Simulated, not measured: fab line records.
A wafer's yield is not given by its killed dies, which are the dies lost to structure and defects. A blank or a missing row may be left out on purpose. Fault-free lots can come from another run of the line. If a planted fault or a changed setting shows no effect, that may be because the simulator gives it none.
Matching of chambers / flow nand harc / NHARC_P_GATE_DESCUM_93 on rie diel-12: 4 sister chambers
The step chemistry O2, time 3 s. 20 wafers are shown with their chamber, then 10 later ones without.

WAFERS WITH THEIR CHAMBER
wafer=L075.1; chamber=1; showerhead plenum p Torr (Torr)=1.83; drypump motor current A (A)=5.2; oes product au (a.u.)=0.989
wafer=L075.4; chamber=3; showerhead plenum p Torr (Torr)=1.98; drypump motor current A (A)=6.0; oes product au (a.u.)=1.009
wafer=L075.5; chamber=0; showerhead plenum p Torr (Torr)=1.85; drypump motor current A (A)=5.7; oes product au (a.u.)=1.014
wafer=L078.1; chamber=1; showerhead plenum p Torr (Torr)=1.83; drypump motor current A (A)=5.2; oes product au (a.u.)=0.973
wafer=L078.3; chamber=2; showerhead plenum p Torr (Torr)=1.92; drypump motor current A (A)=5.2; oes product au (a.u.)=1.019
wafer=L078.6; chamber=0; showerhead plenum p Torr (Torr)=1.85; drypump motor current A (A)=5.7; oes product au (a.u.)=1.000
wafer=L079.3; chamber=1; showerhead plenum p Torr (Torr)=1.83; drypump motor current A (A)=5.2; oes product au (a.u.)=0.980
wafer=L079.4; chamber=2; showerhead plenum p Torr (Torr)=1.92; drypump motor current A (A)=5.2; oes product au (a.u.)=1.035
wafer=L079.5; chamber=2; showerhead plenum p Torr (Torr)=1.92; drypump motor current A (A)=5.1; oes product au (a.u.)=1.022
wafer=L084.1; chamber=0; showerhead plenum p Torr (Torr)=1.85; drypump motor current A (A)=5.7; oes product au (a.u.)=0.985
wafer=L084.5; chamber=2; showerhead plenum p Torr (Torr)=1.92; drypump motor current A (A)=5.2; oes product au (a.u.)=1.017
wafer=L084.6; chamber=0; showerhead plenum p Torr (Torr)=1.85; drypump motor current A (A)=5.7; oes product au (a.u.)=0.983
wafer=L085.3; chamber=0; showerhead plenum p Torr (Torr)=1.85; drypump motor current A (A)=5.7; oes product au (a.u.)=1.010
wafer=L085.5; chamber=2; showerhead plenum p Torr (Torr)=1.92; drypump motor current A (A)=5.2; oes product au (a.u.)=1.018
wafer=L085.6; chamber=3; showerhead plenum p Torr (Torr)=1.97; drypump motor current A (A)=6.0; oes product au (a.u.)=1.005
wafer=L087.2; chamber=3; showerhead plenum p Torr (Torr)=1.97; drypump motor current A (A)=6.0; oes product au (a.u.)=1.006
wafer=L087.3; chamber=0; showerhead plenum p Torr (Torr)=1.85; drypump motor current A (A)=5.7; oes product au (a.u.)=1.013
wafer=L087.4; chamber=2; showerhead plenum p Torr (Torr)=1.92; drypump motor current A (A)=5.2; oes product au (a.u.)=1.021
wafer=L087.1; chamber=1; showerhead plenum p Torr (Torr)=1.82; drypump motor current A (A)=5.3; oes product au (a.u.)=1.002
wafer=L087.5; chamber=0; showerhead plenum p Torr (Torr)=1.85; drypump motor current A (A)=5.7; oes product au (a.u.)=1.008

SIGNATURES (averages over the wafers above)
reading=showerhead plenum p Torr; chamber 0=1.8500; chamber 1=1.8275; chamber 2=1.9200; chamber 3=1.9733; scatter within a chamber=0.00298
reading=drypump motor current A; chamber 0=5.700; chamber 1=5.225; chamber 2=5.183; chamber 3=6.000; scatter within a chamber=0.0315
reading=oes product au; chamber 0=1.00186; chamber 1=0.98600; chamber 2=1.02200; chamber 3=1.00667; scatter within a chamber=0.0104
Rule: distance of a wafer from a chamber = root of the sum over the readings of ((wafer's reading minus chamber's mean) / reading's scatter) squared. If the next closest chamber is less than 2 further off than the closest, the wafer can't be placed; otherwise it belongs to the closest. The scatter: take each reading less its chamber's mean, square it, sum over the shown wafers, divide by the number of wafers less the number of chambers, and take the root.

WAFERS MISSING THEIR CHAMBER
wafer=L087.6; showerhead plenum p Torr (Torr)=1.97; drypump motor current A (A)=6.0; oes product au (a.u.)=1.007
wafer=L088.1; showerhead plenum p Torr (Torr)=1.97; drypump motor current A (A)=6.1; oes product au (a.u.)=0.999
wafer=L088.3; showerhead plenum p Torr (Torr)=1.92; drypump motor current A (A)=5.2; oes product au (a.u.)=1.029
wafer=L088.6; showerhead plenum p Torr (Torr)=1.85; drypump motor current A (A)=5.7; oes product au (a.u.)=1.006
wafer=L088.2; showerhead plenum p Torr (Torr)=1.82; drypump motor current A (A)=5.2; oes product au (a.u.)=0.991
wafer=L088.4; showerhead plenum p Torr (Torr)=1.85; drypump motor current A (A)=5.7; oes product au (a.u.)=0.995
wafer=L088.5; showerhead plenum p Torr (Torr)=1.97; drypump motor current A (A)=6.1; oes product au (a.u.)=1.008
wafer=L095.3; showerhead plenum p Torr (Torr)=1.82; drypump motor current A (A)=5.2; oes product au (a.u.)=0.985
wafer=L095.5; showerhead plenum p Torr (Torr)=1.97; drypump motor current A (A)=6.0; oes product au (a.u.)=0.999
wafer=L095.6; showerhead plenum p Torr (Torr)=1.85; drypump motor current A (A)=5.7; oes product au (a.u.)=1.000

THE CHAMBER EACH PASSED THROUGH
wafer=L087.6; from the rows above=3; in truth=3
wafer=L088.1; from the rows above=3; in truth=3
wafer=L088.3; from the rows above=2; in truth=2
wafer=L088.6; from the rows above=0; in truth=0
wafer=L088.2; from the rows above=1; in truth=1
wafer=L088.4; from the rows above=0; in truth=0
wafer=L088.5; from the rows above=3; in truth=3
wafer=L095.3; from the rows above=1; in truth=1
wafer=L095.5; from the rows above=3; in truth=3
wafer=L095.6; from the rows above=0; in truth=0
10 of 10 placed correctly. Number that these rows cannot place: 0. Wrongly placed: 0.
